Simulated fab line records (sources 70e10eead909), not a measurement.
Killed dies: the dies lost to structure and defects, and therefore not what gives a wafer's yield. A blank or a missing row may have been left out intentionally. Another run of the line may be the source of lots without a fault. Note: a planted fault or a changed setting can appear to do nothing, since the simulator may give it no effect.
The tool behind it: which one?    flow nand harc    Sampling: 6 lots, 18 wafers, 3 of 1302 route steps

WHAT THE GAUGES READ, wafer by wafer
NHARC_END_SORT_01.
lot   measured      on         killed at periphery
L738  day 26 03:02  prober-02  2 5 6
L741  day 27 10:44  prober-01  2 1 1
L746  day 29 15:25  prober-02  624 623 623
L748  day 31 10:37  prober-01  4 0 7
L754  day 32 21:00  prober-02  3 2 1
L757  day 33 21:04  prober-02  3 2 5

WHICH TOOL RAN EACH LOT (tool, then ch and the chambers of the sampled wafers, then the start)
lot   NHARC_P_M0_STRIP_18                 NHARC_P_M1_STRIP_18
L738  rie diel-10 ch 1,2,3, day 7 23:31   rie diel-06 ch 0,1,2, day 8 03:23
L741  rie diel-10 ch 0,1,3, day 8 20:16   rie diel-13 ch 1,2,3, day 9 00:23
L746  rie diel-01 ch 0,2,3, day 10 23:41  rie diel-06 ch 0,1,2, day 11 03:49
L748  rie diel-10 ch 0,1, day 12 06:08    rie diel-13 ch 0,2,3, day 12 10:14
L754  rie diel-07 ch 0,1,3, day 14 10:17  rie diel-13 ch 0,1,3, day 14 14:20
L757  rie diel-10 ch 1,3, day 15 12:08    rie diel-13 ch 1,3, day 15 16:43
- NHARC_P_M0_STRIP_18: strips in N2/H2.
- NHARC_P_M1_STRIP_18: strips in N2/H2.

THE ANSWER, worked out from the rows above alone
Rule: usual is defined by the lots themselves. Put in order of their means at a reading, lots are off if they are a third of the lots or fewer, leave a main group of 4 or more, and stand apart from it by a gap of 3 or more times the standard deviation of the main group's means; of several such gaps the widest counts. A main group is skipped when, at the precision printed for the reading in the tables above, its means are all equal. Also off: a lot with no number at a reading for which 4 or more lots have one. All remaining lots with rows at the step are treated as sound.
Off, at NHARC_END_SORT_01 on killed at periphery: L746. For the main group the mean is 2.9 and the standard deviation 1.1.
A tool fits if, at a process step before that reading, it ran every lot that is off, and no sound lot after the first of them. Those tools and the gauges at NHARC_END_SORT_01 are tried in the same way. 2 tools fit, rie diel-01 at NHARC_P_M0_STRIP_18 and rie diel-06 at NHARC_P_M1_STRIP_18, so this cannot tell which one it is.

WHAT WAS PUT IN BY THE SIMULATOR
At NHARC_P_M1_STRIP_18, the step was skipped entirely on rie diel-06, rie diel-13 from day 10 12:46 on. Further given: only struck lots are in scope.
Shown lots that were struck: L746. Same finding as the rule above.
